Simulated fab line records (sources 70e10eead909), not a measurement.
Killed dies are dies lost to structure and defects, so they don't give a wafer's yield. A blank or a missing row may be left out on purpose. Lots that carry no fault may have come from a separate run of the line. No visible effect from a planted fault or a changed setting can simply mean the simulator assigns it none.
Which tool did it?	flow nandHarc	31 wafers from 11 lots sampled at 6 of the route's 1302 steps

== WHAT EACH GAUGE READ, for each wafer ==
NHARC_A_ONON_D1_THK_MEAS_34: measures by ellipsometry. Usual: 199.9 nm for thkNm, sd 2.6.
lot	measured	on	thkNm (nm)	flag
L542	day 8 13:47	filmMetro-02	198.6 202.7 198.2	
L541	day 8 13:48	filmMetro-01	197.8 200.0 200.3	
L543	day 9 01:41	filmMetro-01	200.9 199.2 201.5	
L544	day 9 11:52	filmMetro-01	200.2 197.4 196.4	
L553	day 13 07:08	filmMetro-01	199.8	
L558	day 15 05:56	filmMetro-01	198.6 196.2 198.6	
L560	day 16 02:46	filmMetro-02	201.9 199.6 201.0	
L561	day 16 14:16	filmMetro-01	197.3 198.6 204.8	
L562	day 16 18:06	filmMetro-01	200.6 203.2 202.9	
L563	day 17 06:38	filmMetro-01	197.8 200.6 199.7	
L564	day 17 19:29	filmMetro-02	193.5 197.6 203.9	

NHARC_A_CHANNEL_HOLE_D1_INSPECT_40. Usual: 69 for rawDefectCount, sd 23.
lot	measured	on	rawDefectCount	flag
L542	day 9 00:41	defectInspect-01	108 92 110	
L541	day 9 01:19	defectInspect-01	54 25 37	
L543	day 9 11:55	defectInspect-01	44 61 52	
L544	day 10 06:59	defectInspect-01	39 52 38	
L553	day 13 18:50	defectInspect-02	391 389	OFF
L558	day 16 02:12	defectInspect-02	90 80 77	
L560	day 16 13:24	defectInspect-01	83 110 70	
L561	day 17 00:14	defectInspect-02	55 67 65	
L562	day 17 13:56	defectInspect-02	60 69 62	
L563	day 17 19:20	defectInspect-01	86 62 38	
L564	day 18 09:29	defectInspect-02	60 70 63	

NHARC_END_SORT_01. Usual: killedAtArray 57, standard deviation 20; killedAtOther 1.3, standard deviation 1.4; killedAtPeriphery 3.4, standard deviation 2.4; killedDies 61, standard deviation 19; killedOpen 2.9, standard deviation 1.8; killedShort 2.5, standard deviation 1.6.
lot	measured	on	killedAtArray	killedAtOther	killedAtPeriphery	killedDies	killedOpen	killedShort	flag
L553	day 29 21:05	prober-01	130	3	5	138	1	0	OFF

== WHICH TOOL RAN EACH LOT (tool, then ch and the chambers of the sampled wafers, then the start) ==
lot	NHARC_A_CHANNEL_HOLE_D1_ETCH_38	NHARC_A_CHANNEL_HOLE_D1_ETCH_34	NHARC_A_CHANNEL_HOLE_D1_ETCH_44
L542	rieDiel-08 ch 1,3, day 8 16:49	rieDiel-08 ch 1,2, day 8 17:10	rieDiel-09 ch 2,3, day 8 23:41
L541	rieDiel-08 ch 0,1, day 8 17:38	rieDiel-08 ch 0,2,3, day 8 17:59	rieDiel-09 ch 0,1,3, day 9 00:20
L543	rieDiel-09 ch 0,2,3, day 9 05:00	rieDiel-09 ch 0,1,2, day 9 05:26	rieDiel-08 ch 0,2,3, day 9 10:56
L544	rieDiel-09 ch 0,2,3, day 9 21:26	rieDiel-09 ch 0,2,3, day 9 21:46	rieDiel-08 ch 0,1,2, day 10 05:58
L553	rieDiel-08 ch 2, day 13 12:03	rieDiel-08 ch 0, day 13 12:23	rieDiel-08 ch 1, day 13 17:52
L558	rieDiel-03 ch 1,2,3, day 15 09:44	rieDiel-03 ch 0,2,3, day 15 10:05	rieDiel-08 ch 0,2,3, day 16 01:13
L560	rieDiel-09 ch 0,1,2, day 16 05:49	rieDiel-09 ch 2,3, day 16 06:09	rieDiel-03 ch 0,1, day 16 12:05
L561	rieDiel-08 ch 1,2, day 16 17:21	rieDiel-08 ch 1,3, day 16 17:41	rieDiel-03 ch 1,2, day 16 23:14
L562	rieDiel-09 ch 1,2,3, day 17 04:57	rieDiel-09 ch 0,1,3, day 17 05:17	rieDiel-08 ch 1,3, day 17 12:57
L563	rieDiel-08 ch 0,2, day 17 09:40	rieDiel-08 ch 0,2,3, day 17 10:01	rieDiel-08 ch 0,1,2, day 17 18:22
L564	rieDiel-09 ch 2,3, day 18 02:39	rieDiel-09 ch 1,2,3, day 18 02:59	rieDiel-08 ch 0,2, day 18 08:29
- NHARC_A_CHANNEL_HOLE_D1_ETCH_38: etches the open film in CF4, target depth 39 nm, time 65 s.
- NHARC_A_CHANNEL_HOLE_D1_ETCH_34: etches the open film in CF4/CHF3, target depth 154 nm, time 77 s.
- NHARC_A_CHANNEL_HOLE_D1_ETCH_44: etches the open film in CF4/O2, target depth 140 nm, overetch 14 nm, time 77 s.

== WHAT THE TOOLS THEMSELVES READ (means of the sampled wafers that have a number; where no wafer has one, the mark that the record gives instead) ==
NHARC_A_CHANNEL_HOLE_D1_ETCH_38. Usual: drypumpMotorCurrentA 5.7 A, standard deviation 0.49; oesProductAu 1.002 a.u., standard deviation 0.0075; rfVppV 151.1 V, standard deviation 1.1; showerheadPlenumPTorr 1.76 Torr, standard deviation 0.053; throttleValvePct 13.282 %, standard deviation 0.0092.
lot	tool	drypumpMotorCurrentA (A)	oesProductAu (a.u.)	rfVppV (V)	showerheadPlenumPTorr (Torr)	throttleValvePct (%)	flag
L542	rieDiel-08	6.0	0.993	151.4	1.79	13.281	
L541	rieDiel-08	6.0	1.004	150.9	1.72	13.282	
L543	rieDiel-09	5.3	0.992	151.5	1.78	13.283	
L544	rieDiel-09	5.3	1.002	152.3	1.77	13.287	
L553	rieDiel-08	5.9	0.994	151.6	1.74	13.277	
L558	rieDiel-03	5.6	1.001	152.4	1.80	13.280	
L560	rieDiel-09	5.5	1.000	151.3	1.77	13.274	
L561	rieDiel-08	6.3	1.002	151.0	1.71	13.286	
L562	rieDiel-09	5.6	1.010	151.5	1.79	13.284	
L563	rieDiel-08	5.4	1.003	150.6	1.73	13.287	
L564	rieDiel-09	5.3	1.008	151.6	1.75	13.290	

NHARC_A_CHANNEL_HOLE_D1_ETCH_34. Usual: drypumpMotorCurrentA 5.7 A, standard deviation 0.46; oesProductAu 0.945 a.u., standard deviation 0.021; rfVppV 370.5 V, standard deviation 1.8; showerheadPlenumPTorr 1.57 Torr, standard deviation 0.048; throttleValvePct 16.803 %, standard deviation 0.0099.
lot	tool	drypumpMotorCurrentA (A)	oesProductAu (a.u.)	rfVppV (V)	showerheadPlenumPTorr (Torr)	throttleValvePct (%)	flag
L542	rieDiel-08	6.3	0.927	368.5	1.53	16.805	
L541	rieDiel-08	5.6	0.923	370.2	1.57	16.808	
L543	rieDiel-09	5.5	0.950	371.9	1.58	16.806	
L544	rieDiel-09	5.3	0.969	370.6	1.57	16.794	
L553	rieDiel-08	5.1	0.928	368.0	1.53	16.810	
L558	rieDiel-03	5.7	0.932	371.1	1.59	16.806	
L560	rieDiel-09	5.3	0.976	370.7	1.56	16.811	
L561	rieDiel-08	6.2	0.968	369.6	1.55	16.794	
L562	rieDiel-09	5.6	0.970	371.4	1.60	16.809	
L563	rieDiel-08	5.6	0.971	371.5	1.57	16.803	
L564	rieDiel-09	5.6	0.937	371.7	1.59	16.809	

NHARC_A_CHANNEL_HOLE_D1_ETCH_44. Usual: drypumpMotorCurrentA 5.7 A, standard deviation 0.44; oesProductAu 1.003 a.u., standard deviation 0.0074; rfVppV 197.8 V, standard deviation 1.3; showerheadPlenumPTorr 1.33 Torr, standard deviation 0.046; throttleValvePct 13.397 %, standard deviation 0.009.
lot	tool	drypumpMotorCurrentA (A)	oesProductAu (a.u.)	rfVppV (V)	showerheadPlenumPTorr (Torr)	throttleValvePct (%)	flag
L542	rieDiel-09	5.5	1.011	198.9	1.36	13.400	
L541	rieDiel-09	5.6	0.997	197.8	1.37	13.404	
L543	rieDiel-08	5.6	1.001	198.6	1.33	13.395	
L544	rieDiel-08	5.8	0.998	196.7	1.30	13.391	
L553	rieDiel-08	6.5	0.997	196.2	1.29	13.409	
L558	rieDiel-08	5.6	1.017	196.9	1.33	13.396	
L560	rieDiel-03	5.8	1.001	195.8	1.27	13.393	
L561	rieDiel-03	5.5	1.002	198.6	1.35	13.399	
L562	rieDiel-08	6.0	0.997	198.6	1.35	13.395	
L563	rieDiel-08	5.8	1.004	198.0	1.30	13.408	
L564	rieDiel-08	5.6	1.005	197.6	1.31	13.390	

== THE ANSWER, worked out from the rows above alone ==
Rule: take the mean of a lot's wafers that have a number; if it is more than 3 standard deviations from the usual mean, the lot is off. Also off: a lot with no number at a reading for which 4 or more lots have one. Any other lot the step has rows for is counted as sound. The gauges are gone through in route order, then the tools' own readings, and for those a lot's mean is taken as printed above. At the first step where some lot is off, the reading lying furthest off is the one used; lots without a number count as furthest.
Off, at NHARC_A_CHANNEL_HOLE_D1_INSPECT_40 on rawDefectCount: L553.
If a tool, at a process step before that reading, ran all the lots that are off and no sound lot after the first of them, it fits. The gauges at NHARC_A_CHANNEL_HOLE_D1_INSPECT_40 aren't tried: what is off there is off at NHARC_END_SORT_01 too, on other tools, and a gauge's error can't cause that. Not one of the candidates tried fits.

== WHAT THE SIMULATOR PUT IN ==
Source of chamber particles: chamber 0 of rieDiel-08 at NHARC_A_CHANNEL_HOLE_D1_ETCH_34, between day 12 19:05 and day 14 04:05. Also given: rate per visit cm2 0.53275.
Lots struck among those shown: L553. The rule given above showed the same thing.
